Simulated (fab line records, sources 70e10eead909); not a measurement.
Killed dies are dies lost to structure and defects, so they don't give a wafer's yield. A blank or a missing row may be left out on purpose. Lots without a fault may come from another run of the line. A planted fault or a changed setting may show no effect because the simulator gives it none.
fab line records | flow nand_harc
record lots=12 wafers=36 last_day=24
route steps=1159 shown P_M1@307 A_BONDPAD@1085 THIN_TSV@1151 END@1159
lots that met no fault: from a run of the same line without faults
start_h: hours from the record's first day to the start of the lot's first wafer shown | wait_h: hours since the lot's step before | " the same as in the row above | L1.1+2: a row that stands for several wafers | - no value, or no start given | * or withheld: withheld | < > ~ a bound
route shown NAME@n: a module of which the file shows steps, and the number in the route of the first | usual: mean/standard deviation of fault-free wafers | same: alike in all rows | chamber/n: place in a boat | sites: the reading at each site | _std_site: their standard deviation | _edge_site: outer sites' mean less inner sites' | radius_mm: how far each site lies from the wafer's centre | mask NAME#n: copy n | behind: the tool/chamber that last shaped the wafer | hold: why the lot was held/for how many hours/how that ended | device: the transistor (n, p or np) that didn't switch | end of line: the same wafers' tests at the end of the route | a step without rows: its recipe alone | killed: dies lost to structure and defects at the first sort, not the wafer's yield | map: a wafer's dies, x killed, . not, _ none there
set.NAME: the setting as run; set.NAME@STEP: as run at that earlier step | model.NAME: the simulator's own value behind a step, which no gauge read
steps of the route over a sample of lots; a table a step, a row a wafer
services: from which hour (start_h, from the record's first day; less than 0 if before it) a tool's chamber was out of use, for how many hours, and why
## steps
# step NHARC_P_M1_PVD_20
# recipe target_thk_a=50 bias_v=168.6 power_w=15000 chamber_pressure_pa=0.12 time_s=8.06 substrate_temp_c=50 material=TaN
# usual chamber_pressure_pa=0.12/0.00022 throttle_valve_pct=30.4/1.1
# same time_s=8.06
# columns lot.wafer tool chamber start_h wait_h chamber_pressure_pa throttle_valve_pct
L758.1 pvd_sputter-01 - 137.49 - 0.11999 30.9
L758.3 " - " " 0.12 30.4
L758.4 " - " " 0.1203 30.5
L760.1 pvd_sputter-02 - 140.00 - 0.12083 29.4
L760.3 " - " " 0.12001 32.4
L760.5 " - " " 0.11997 29.5
L762.1 pvd_sputter-02 - 147.58 - 0.12 32.1
L762.4 " - " " 0.1205 28.7
L762.5 " - " " 0.12009 28.8
L763.2 pvd_sputter-03 - 148.24 - 0.11978 30.8
L763.6 " - " " 0.11971 30.1
L763.5 " - " " 0.12011 31.8
L764.2 pvd_sputter-01 - 169.06 - 0.12016 30.7
L764.5 " - " " 0.11988 30.2
L764.6 " - " " 0.12027 31.4
L765.1 pvd_sputter-01 - 173.09 - 0.11996 30.3
L765.2 " - " " 0.11972 31.3
L765.6 " - " " 0.1198 31.4
L767.1 pvd_sputter-03 - 180.43 - 0.1201 30.3
L767.6 " - " " 0.12001 31.9
L767.5 " - " " 0.11971 30.7
L768.3 pvd_sputter-02 - 180.68 - 0.11985 29.4
L768.2 " - " " 0.12005 28.8
L768.4 " - " " 0.12037 32.3
L769.4 pvd_sputter-02 - 213.63 - 0.11963 32.3
L769.3 " - " " 0.12033 28.8
L769.6 " - " " 0.12017 28.3
L771.2 pvd_sputter-03 - 218.79 - 0.11979 30.3
L771.6 " - " " 0.11983 30.9
L771.5 " - " " 0.11999 30.3
L775.1 pvd_sputter-02 - 227.99 - 0.12017 29.7
L775.2 " - " " 0.12005 31.7
L775.5 " - " " 0.11989 29.4
L777.1 pvd_sputter-02 - 243.47 - 0.11989 31.9
L777.3 " - " " 0.12002 29.4
L777.5 " - " " 0.12012 29.5
# step NHARC_A_BONDPAD_PVD_27
# recipe target_thk_a=300 chamber_pressure_pa=5 power_w=5000 substrate_temp_c=30 time_s=20.49 material=Cu
# usual chamber_pressure_pa=5.001/0.0096 throttle_valve_pct=30.5/0.86
# same time_s=20.49
# columns lot.wafer tool chamber start_h wait_h chamber_pressure_pa throttle_valve_pct
L758.1 pvd_sputter-01 - - - 4.998 29.8
L758.4 " - " " 5.002 30.6
L758.3 " - " " 4.998 31.4
L760.1 pvd_sputter-03 - - - 5.011 30.4
L760.3 " - " " 4.994 31.8
L760.5 " - " " 4.999 30.7
L762.1 pvd_sputter-01 - - - 4.995 31.3
L762.4 " - " " 5.006 29.7
L762.5 " - " " 5.001 29.4
L763.2 pvd_sputter-03 - - - 4.989 30.6
L763.6 " - " " 4.991 30.5
L763.5 " - " " 5.007 31.8
L765.2 pvd_sputter-01 - - - 5.016 31.4
L765.1 " - " " 5.021 30.8
L765.6 " - " " 5.015 29.7
L764.2 pvd_sputter-02 - - - 5.002 31.8
L764.5 " - " " 4.991 32.0
L764.6 " - " " 4.989 29.6
L767.1 pvd_sputter-01 - - - 4.996 29.7
L767.6 " - " " 4.996 29.8
L767.5 " - " " 5.009 31.0
L768.3 pvd_sputter-01 - - - 4.993 29.4
L768.2 " - " " 5.005 31.6
L768.4 " - " " 5.012 30.0
L769.3 pvd_sputter-03 - - - 5.000 31.5
L769.4 " - " " 4.993 31.3
L769.6 " - " " 4.978 30.0
L771.2 pvd_sputter-02 - - - 5.000 29.5
L771.5 " - " " 4.993 31.9
L771.6 " - " " 4.996 29.6
L775.2 pvd_sputter-03 - - - 4.993 30.4
L775.1 " - " " 5.024 30.9
L775.5 " - " " 4.992 30.4
L777.1 pvd_sputter-02 - - - 5.012 30.2
L777.3 " - " " 5.009 28.3
L777.5 " - " " 5.034 30.1
# step NHARC_A_BONDPAD_ANNEAL_28
# recipe temp_c=225 time_s=90
# usual wafer_temp_C_max=226.0/0.32
# same time_s=90
# columns lot.wafer tool chamber start_h wait_h wafer_temp_C_max
L758.1 rtp_anneal-01 0 417.10 0.3 226.1
L758.3 " 0 " " 226.5
L758.4 " 0 " " 226.0
L760.1 rtp_anneal-02 0 417.40 - 225.4
L760.3 " 0 " " 225.9
L760.5 " 0 " " 226.2
L762.1 rtp_anneal-01 0 422.84 0.3 225.6
L762.4 " 0 " " 226.0
L762.5 " 0 " " 225.9
L763.2 rtp_anneal-02 0 440.12 - 225.8
L763.5 " 0 " " 225.5
L763.6 " 0 " " 226.1
L765.1 rtp_anneal-02 0 459.57 - 225.7
L765.2 " 0 " " 225.9
L765.6 " 0 " " 225.9
L764.2 rtp_anneal-01 0 460.43 - 225.7
L764.5 " 0 " " 226.4
L764.6 " 0 " " 226.7
L767.1 rtp_anneal-02 0 473.43 0.3 226.1
L767.5 " 0 " " 226.1
L767.6 " 0 " " 225.7
L768.2 rtp_anneal-02 0 476.47 - 225.8
L768.3 " 0 " " 226.1
L768.4 " 0 " " 225.8
L769.3 rtp_anneal-01 0 493.81 - 226.3
L769.4 " 0 " " 226.2
L769.6 " 0 " " 226.3
L771.2 rtp_anneal-02 0 514.11 0.3 225.5
L771.5 " 0 " " 226.0
L771.6 " 0 " " 225.9
L775.1 rtp_anneal-01 0 534.02 - 226.4
L775.2 " 0 " " 226.3
L775.5 " 0 " " 226.1
L777.1 rtp_anneal-01 0 537.58 0.3 226.4
L777.3 " 0 " " 226.3
L777.5 " 0 " " 226.2
# step NHARC_THIN_TSV_ETCH_59
# recipe target_depth_a=8800 icp_w=900 bias_w=100 Cl2_flow_sccm=60 bcl3_flow_sccm=30 time_s=138.1 chemistry=Cl2/BCl3
# usual drypump_motor_current_A=6.11/0.24 oes_product_au=0.997/0.0099 rf_fwd_power_W=895.1/2.6 throttle_valve_pct=22.263/0.0085
# same time_s=138.1
# columns lot.wafer tool chamber start_h wait_h drypump_motor_current_A oes_product_au rf_fwd_power_W rf_hours_counter_h throttle_valve_pct
L758.1 rie_metal-01 0 437.86 0.1 5.99 1.009 897.6 2.4 22.259
L758.3 " 0 " " 6.00 1.014 895.3 - 22.263
L758.4 " 1 " " 5.84 0.992 898.8 - 22.254
L760.1 rie_metal-02 1 439.06 0.2 5.86 0.995 898.4 1.5 22.269
L760.3 " 0 " " 6.24 1.001 894.6 - 22.255
L760.5 " 1 " " 5.88 1.001 900.6 - 22.264
L762.1 rie_metal-02 0 444.24 0.1 6.23 1.005 895.4 1.7 22.264
L762.4 " 1 " " 5.88 1.004 892.3 - 22.257
L762.5 " 1 " " 5.86 0.997 895.8 - 22.246
L763.2 rie_metal-01 0 460.61 0.1 6.00 1.013 891.9 2.8 22.261
L763.5 " 0 " " 5.99 1.011 893.1 - 22.259
L763.6 " 1 " " 5.82 0.987 894.9 - 22.261
L765.2 rie_metal-01 0 479.05 0.1 6.00 0.993 893.7 3.5 22.259
L765.1 " 1 " " 5.83 0.981 891.9 4.4 22.258
L765.6 " 1 " " 5.87 0.980 894.2 - 22.276
L764.2 rie_metal-03 0 480.71 0.1 6.28 1.007 900.0 0.4 22.272
L764.6 " 0 " " 6.28 1.018 894.6 - 22.260
L764.5 " 1 " " 6.50 0.995 893.1 - 22.264
L767.1 rie_metal-01 1 493.29 0.1 5.84 0.985 893.3 4.9 22.278
L767.6 " 1 " " 5.86 0.992 893.8 - 22.259
L767.5 " 0 " " 5.99 0.994 897.9 - 22.258
L768.2 rie_metal-03 1 494.10 0.1 6.52 0.984 894.4 0.9 22.261
L768.3 " 0 " " 6.29 0.996 894.8 - 22.269
L768.4 " 1 " " 6.52 0.988 888.7 - 22.252
L769.4 rie_metal-03 0 516.09 0.1 6.28 0.998 896.1 - 22.272
L769.3 " 1 " " 6.51 0.987 899.2 - 22.264
L769.6 " 1 " " 6.49 0.990 893.7 - 22.271
L771.2 rie_metal-01 0 537.27 0.1 6.01 0.993 894.0 0.2 22.273
L771.5 " 1 " " 5.84 0.997 894.5 - 22.271
L771.6 " 0 " " 6.02 0.984 896.7 - 22.251
L775.1 rie_metal-02 1 562.75 0.1 5.88 0.997 894.6 5.5 22.260
L775.2 " 0 " " 6.23 1.003 892.1 5.5 22.252
L775.5 " 1 " " 5.87 1.006 896.3 - 22.283
L777.1 rie_metal-03 0 563.82 0.2 6.28 1.001 895.9 2.5 22.256
L777.3 " 0 " " 6.27 0.998 900.1 - 22.269
L777.5 " 0 " " 6.26 0.973 900.5 - 22.278
# step NHARC_END_SORT_01
# recipe temp_c=25
# usual defect_limited_yield=95.4/1.8 killed_at_array=28/11 killed_at_other=0.7/0.88 killed_at_periphery=3.1/2.2 killed_dies=31/12 killed_open=3.3/2 killed_short=2.0/1.6 sort_bin_2_pct=1.5/0.73 sort_bin_3_pct=0.27/0.22 sort_bin_4_pct=2.9/1.1 sort_n_pass=646/12 sort_rim_yield_pct=93/3.9 sort_yield_pct=95.4/1.8
# same gross_dies=677 sort_bin_5_pct[%]=0 sort_bin_6_pct[%]=0 sort_bin_7_pct[%]=0 sort_bin_8_pct[%]=0 sort_rim_n_gross=106.00
# columns lot.wafer tool chamber start_h wait_h defect_limited_yield[%] killed_at_array killed_at_other killed_at_periphery killed_dies killed_open killed_short sort_bin_2_pct[%] sort_bin_3_pct[%] sort_bin_4_pct[%] sort_n_pass sort_rim_yield_pct[%] sort_yield_pct[%]
L765.1 prober-02 0 487.69 2.5 96.9 16 1 4 21 1 0 0.6 0.15 2.4 656 95 96.9
L765.2 prober-02 0 488.48 2.8 96.3 23 1 1 25 1 2 0.9 0.44 2.4 652 94 96.3
L765.6 prober-02 0 491.67 4.0 95.6 28 1 1 30 4 1 1.3 0.15 3.0 647 93 95.6
L764.6 prober-01 0 491.68 4.0 95.6 28 0 2 30 1 1 0.7 0.15 3.5 647 89 95.6
L768.2 prober-01 0 502.72 2.8 95.6 27 0 3 30 3 3 2.4 0 2.1 647 93 95.6
L768.3 prober-01 0 503.52 3.1 95.6 25 1 4 30 1 2 0.9 0.15 3.4 647 96 95.6
L768.4 prober-01 0 504.32 3.4 95.9 23 1 4 28 5 3 1.3 0.44 2.4 649 95 95.9
L775.1 prober-02 0 570.05 2.5 87.0 11 0 77 88 4 3 5.3 1.92 5.8 589 85 87.0
L775.2 prober-02 0 570.86 2.8 97.8 12 0 3 15 7 1 0.9 0 1.3 662 96 97.8
L775.5 prober-02 0 573.26 3.7 98.1 13 0 0 13 4 1 0.3 0 1.6 664 100 98.1
L777.1 prober-02 0 577.82 2.5 92.9 44 1 3 48 2 1 3.0 0.30 3.8 629 91 92.9
L777.3 prober-02 0 579.42 3.1 92.9 41 0 7 48 7 0 1.5 0.59 5.0 629 89 92.9
L777.5 prober-02 0 581.02 3.7 82.4 52 0 67 119 1 0 7.4 2.66 7.5 558 74 82.4
# killed by level:class
L765.1 A_SLIT:chamber_film_flake=8 A_STAIRCASE:chamber_film_flake=2 P_M2:chamber_film_flake=2 A_CHANNEL_HOLE_D1:chamber_film_flake=2 A_WL_FILL:chamber_film_flake=2 P_CONTACT:geometric_particle:open=1 P_GATE:chamber_film_flake=1 A_CHANNEL_FILL_D1:chamber_film_flake=1
L765.2 A_SLIT:chamber_film_flake=9 A_CONTACT:chamber_film_flake=4 A_CHANNEL_HOLE_D1:chamber_film_flake=3 A_STAIRCASE:chamber_film_flake=3 A_CONTACT:geometric_particle:open=1 A_BLC:geometric_particle:short=1 A_M0:geometric_particle:short=1 P_M2:chamber_film_flake=1
L765.6 A_SLIT:chamber_film_flake=12 A_BLC:chamber_film_flake=5 A_STAIRCASE:chamber_film_flake=3 A_CONTACT:chamber_film_flake=3 A_CONTACT:geometric_particle:open=2 A_SGD_CUT:geometric_particle:open=1 A_M0:geometric_particle:open=1 STARTING-WAFER:geometric_particle:short=1
L764.6 A_CHANNEL_HOLE_D1:chamber_film_flake=12 A_SLIT:chamber_film_flake=6 A_STAIRCASE:chamber_film_flake=4 A_CONTACT:chamber_film_flake=3 A_CHANNEL_FILL_D1:geometric_particle:short=1 A_CONTACT:geometric_particle:open=1 P_GATE:chamber_film_flake=1 P_M2:chamber_film_flake=1
L768.2 A_SLIT:chamber_film_flake=12 A_WL_FILL:chamber_film_flake=4 A_CHANNEL_HOLE_D1:chamber_film_flake=3 A_STAIRCASE:chamber_film_flake=3 P_STI:geometric_particle:short=1 P_CONTACT:geometric_particle:open=1 A_CHANNEL_FILL_D1:geometric_particle:short=1 A_CHANNEL_FILL_D1:geometric_particle:open=1
L768.3 A_SLIT:chamber_film_flake=9 P_ZERO_WELL:chamber_film_flake=4 A_STAIRCASE:chamber_film_flake=4 A_CHANNEL_HOLE_D1:chamber_film_flake=4 A_CONTACT:chamber_film_flake=4 A_CHANNEL_FILL_D1:geometric_particle:open=1 A_CHANNEL_FILL_D1:geometric_particle:short=1 A_STAIRCASE:geometric_particle:short=1
L768.4 A_SLIT:chamber_film_flake=7 A_STAIRCASE:chamber_film_flake=5 P_ZERO_WELL:chamber_film_flake=2 A_CHANNEL_FILL_D1:chamber_film_flake=2 A_CONTACT:chamber_film_flake=2 P_CONTACT:geometric_particle:open=1 P_M2:geometric_particle:short=1 A_SOURCE_PLATE:geometric_particle:open=1
L775.1 P_M1:unspecified=67 P_STI:chamber_film_flake=5 A_CHANNEL_HOLE_D1:chamber_film_flake=5 P_CONTACT:geometric_particle:open=1 P_M0:geometric_particle:open=1 A_CHANNEL_FILL_D1:geometric_particle:short=1 A_CHANNEL_FILL_D1:geometric_particle:open=1 A_SGD_CUT:geometric_particle:short=1
L775.2 A_CHANNEL_FILL_D1:geometric_particle:open=3 A_ONON_D1:geometric_particle:open=2 P_ZERO_WELL:chamber_film_flake=2 A_CHANNEL_HOLE_D1:chamber_film_flake=2 A_CONTACT:chamber_film_flake=2 P_M0:geometric_particle:short=1 A_STAIRCASE:geometric_particle:open=1 A_BLC:geometric_particle:open=1
L775.5 A_CHANNEL_HOLE_D1:chamber_film_flake=5 A_CONTACT:geometric_particle:open=3 A_ONON_D1:geometric_particle:open=1 A_STAIRCASE:geometric_particle:short=1 A_STAIRCASE:chamber_film_flake=1 A_SLIT:chamber_film_flake=1 A_WL_FILL:chamber_film_flake=1
L777.1 A_CHANNEL_HOLE_D1:chamber_film_flake=18 A_SLIT:chamber_film_flake=12 A_CONTACT:chamber_film_flake=5 A_STAIRCASE:chamber_film_flake=3 P_ZERO_WELL:chamber_film_flake=2 A_ZERO_WELL:chamber_film_flake=2 A_WL_FILL:geometric_particle:short=1 A_CONTACT:geometric_particle:open=1
L777.3 A_CHANNEL_HOLE_D1:chamber_film_flake=17 A_SLIT:chamber_film_flake=9 P_ZERO_WELL:chamber_film_flake=5 A_STAIRCASE:chamber_film_flake=4 A_CONTACT:chamber_film_flake=3 A_CONTACT:geometric_particle:open=2 A_M0:geometric_particle:open=2 A_ZERO_WELL:chamber_film_flake=2
L777.5 P_M1:unspecified=62 A_CHANNEL_HOLE_D1:chamber_film_flake=18 A_SLIT:chamber_film_flake=18 A_CONTACT:chamber_film_flake=7 A_STAIRCASE:chamber_film_flake=5 P_ZERO_WELL:chamber_film_flake=3 A_ZERO_WELL:chamber_film_flake=3 A_CONTACT:geometric_particle:open=1
## services
# columns tool chamber start_h hours kind
pvd_sputter-01 - 115.44 0.8 repair
pvd_sputter-03 - 125.88 5.1 repair
rie_metal-01 0 129.58 4.1 repair
rie_metal-01 - 153.66 0.5 repair
rie_metal-01 - 155.00 9.0 pm
pvd_sputter-01 - 158.01 10.0 pm
pvd_sputter-03 - 198.68 17.0 repair
pvd_sputter-02 - 214.00 10.0 pm
pvd_sputter-02 - 229.81 2.5 repair
pvd_sputter-03 - 280.04 10.0 pm
rtp_anneal-02 - 300.00 12.0 pm
pvd_sputter-02 - 314.43 1.8 repair
pvd_sputter-01 - 336.01 10.0 pm
pvd_sputter-02 - 344.41 8.3 repair
pvd_sputter-01 - 380.41 2.9 repair
pvd_sputter-02 - 392.00 10.0 pm
pvd_sputter-03 - 392.28 1.3 repair
pvd_sputter-02 - 411.50 4.1 repair
pvd_sputter-03 - 458.04 10.0 pm
pvd_sputter-01 - 473.36 1.2 repair
pvd_sputter-03 - 476.42 1.3 repair
pvd_sputter-02 - 481.35 2.7 repair
pvd_sputter-01 - 514.01 10.0 pm
pvd_sputter-01 - 527.49 1.4 repair
## key
first_sign step=NHARC_END_SORT_01 reading=killed_at_periphery direction=up sigmas=32 usual=3.1 struck=72
effect step=NHARC_END_SORT_01 reading=killed_dies direction=up sigmas=6 usual=31 struck=104
more_kills_born_at NHARC_P_M1_PVD_20@pvd_sputter-02=129
met_at NHARC_P_M1_PVD_20
struck_lots L775,L777
struck_wafers L775.1,L777.5
not_acting_at NHARC_A_BONDPAD_PVD_27,NHARC_A_BONDPAD_ANNEAL_28,NHARC_THIN_TSV_ETCH_59
onset_between 213.63 227.99
fault kind=chamber_particle_source tool=pvd_sputter-02 chamber=- onset_h=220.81 steps=NHARC_P_M1_PVD_20 rate_per_visit_cm2=0.45041 end_h=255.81 scope=struck_wafers_only
